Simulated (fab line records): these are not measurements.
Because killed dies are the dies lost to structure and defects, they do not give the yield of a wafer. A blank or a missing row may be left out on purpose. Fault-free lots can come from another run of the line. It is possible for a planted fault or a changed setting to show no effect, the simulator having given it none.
Lot-split experiment | flow n5-finfet | on a route of 1938 steps: 7 lots, 39 wafers read

ABOUT THE SPLIT
At N5_SD_EPI_N_ETCH_16 (etches SiO2 in CHF3/O2, target depth 5 nm), the setting target-depth-a was moved away from the recipe's 50 angstrom on 15 of the 39 wafers read, by -11.1% to +9.4%. The other wafers ran this setting at the recipe's value.

The reading is taken at the split's own step.

THE READING
etch.depth-nm (the simulator's own value, which no gauge read), in nm, at N5_SD_EPI_N_ETCH_16 (etches SiO2 in CHF3/O2, target depth 5 nm). The file does not state a usual value for it. The 24 wafers here that ran the recipe average 4.955 nm, standard deviation 0.064 nm.

wafer  | tool, chamber at the split | target-depth-a as run, angstrom | against the recipe | etch.depth-nm, nm | against lot-mates on the recipe
L074.1 | rie-diel-05, 3             | 50                              | recipe             | 4.99              | -
L074.2 | rie-diel-05, 0             | 50                              | recipe             | 4.931             | -
L074.3 | rie-diel-05, 2             | 50                              | recipe             | 4.922             | -
L074.4 | rie-diel-05, 1             | 50                              | recipe             | 4.967             | -
L074.5 | rie-diel-05, 3             | 50                              | recipe             | 4.972             | -
L074.6 | rie-diel-05, 0             | 50                              | recipe             | 4.938             | -
L077.1 | rie-diel-05, 2             | 50                              | recipe             | 5.004             | -
L077.2 | rie-diel-05, 0             | 50                              | recipe             | 4.998             | -
L077.3 | rie-diel-05, 1             | 50                              | recipe             | 5.025             | -
L077.4 | rie-diel-05, 3,0           | 53.66                           | +7.3%              | 5.347             | +0.338
L077.5 | rie-diel-05, 3,0           | 53.66                           | +7.3%              | 5.347             | +0.338
L077.6 | rie-diel-05, 3             | 53.66                           | +7.3%              | 5.379             | +0.370
L079.1 | rie-diel-05, 1             | 45.47                           | -9.1%              | 4.55              | -0.448
L079.2 | rie-diel-05, 0             | 45.47                           | -9.1%              | 4.509             | -0.489
L079.3 | rie-diel-05, 2             | 45.47                           | -9.1%              | 4.543             | -0.455
L079.4 | rie-diel-05, 3             | 50                              | recipe             | 5.003             | -
L079.5 | rie-diel-05, 1             | 50                              | recipe             | 5.001             | -
L079.6 | rie-diel-05, 2             | 50                              | recipe             | 4.991             | -
L081.1 | rie-diel-03, 2             | 50                              | recipe             | 4.86              | -
L081.2 | rie-diel-03, 0             | 50                              | recipe             | 4.894             | -
L081.3 | rie-diel-03, 3             | 54.68                           | +9.4%              | 5.425             | +0.540
L081.4 | rie-diel-03, 0             | 54.68                           | +9.4%              | 5.383             | +0.498
L081.5 | rie-diel-03, 2             | 50                              | recipe             | 4.902             | -
L081.6 | rie-diel-03, 3             | 54.68                           | +9.4%              | 5.361             | +0.476
L084.1 | rie-diel-05, 0             | 46.9                            | -6.2%              | 4.63              | -0.336
L084.2 | rie-diel-05, 3             | 50                              | recipe             | 4.956             | -
L084.3 | rie-diel-05, 1             | 50                              | recipe             | 4.966             | -
L084.4 | rie-diel-05, 0             | 46.9                            | -6.2%              | 4.607             | -0.359
L084.5 | rie-diel-05, 1             | 50                              | recipe             | 4.975             | -
L084.6 | rie-diel-05, 3             | 46.9                            | -6.2%              | 4.654             | -0.312
L087.2 | rie-diel-03, 1             | 50                              | recipe             | 5.053             | -
L087.4 | rie-diel-03, 2             | 50                              | recipe             | 4.868             | -
L087.6 | rie-diel-03, 1             | 50                              | recipe             | 5.078             | -
L094.1 | rie-diel-03, 0             | 50                              | recipe             | 4.854             | -
L094.2 | rie-diel-03, 2             | 50                              | recipe             | 4.811             | -
L094.3 | rie-diel-03, 3             | 50                              | recipe             | 4.959             | -
L094.4 | rie-diel-03, 1             | 44.46                           | -11.1%             | 4.432             | -0.443
L094.5 | rie-diel-03, 3             | 44.46                           | -11.1%             | 4.43              | -0.445
L094.6 | rie-diel-03, 2             | 44.46                           | -11.1%             | 4.274             | -0.601
Rows listing several chambers each stand for several wafers; the file does not say which wafer went through which chamber.

THE FIT
A straight line over all 39 wafers: etch.depth-nm changes by +0.05 nm for each +1% of target-depth-a; r = +0.98; the points scatter about the line by 0.06 nm.
The same after taking each lot's own level away (the mean of its wafers on the recipe; 39 wafers): +0.0496 nm for each +1%; r = +0.99; scatter 0.047 nm.
That fit puts the effect of the largest move of target-depth-a on the reading at 0.55 nm.
The lots' own levels span 4.8747 to 5.0090 nm, that is 2.1 times the standard deviation above.
The two slopes agree, so the slope changes little with the lot-to-lot level.
Check: with one of the wafers moved furthest among these (-11.1%) left out of the fit, the line predicts -0.561 nm for it against its lot-mates. It came out at -0.443 nm against them.

OTHER SPLITS APPLIED TO THESE WAFERS
Other splits were also applied to these wafers ahead of the reading. Each is held against what the fit with the lots' levels taken away leaves over:
other split on the same wafers        | wafers away from the commonest value | r with etch.depth-nm (lot level and that fit taken away)
N5_WELL_APT_IMPLANT_32 energy-kev     | 15                                   | +0.18
N5_FIN_SAQP_SPACER1_ALD_24 ald-cycles | 12                                   | +0.07
N5_FIN_SAQP_ETCH_64 bias-w            | 15                                   | +0.01
N5_FIN_CUT_ETCH_21 time-s             | 15                                   | -0.03

FILE'S OWN FIT
etch.depth-nm changes by +0.0495 nm for each +1% of target-depth-a, r = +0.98.
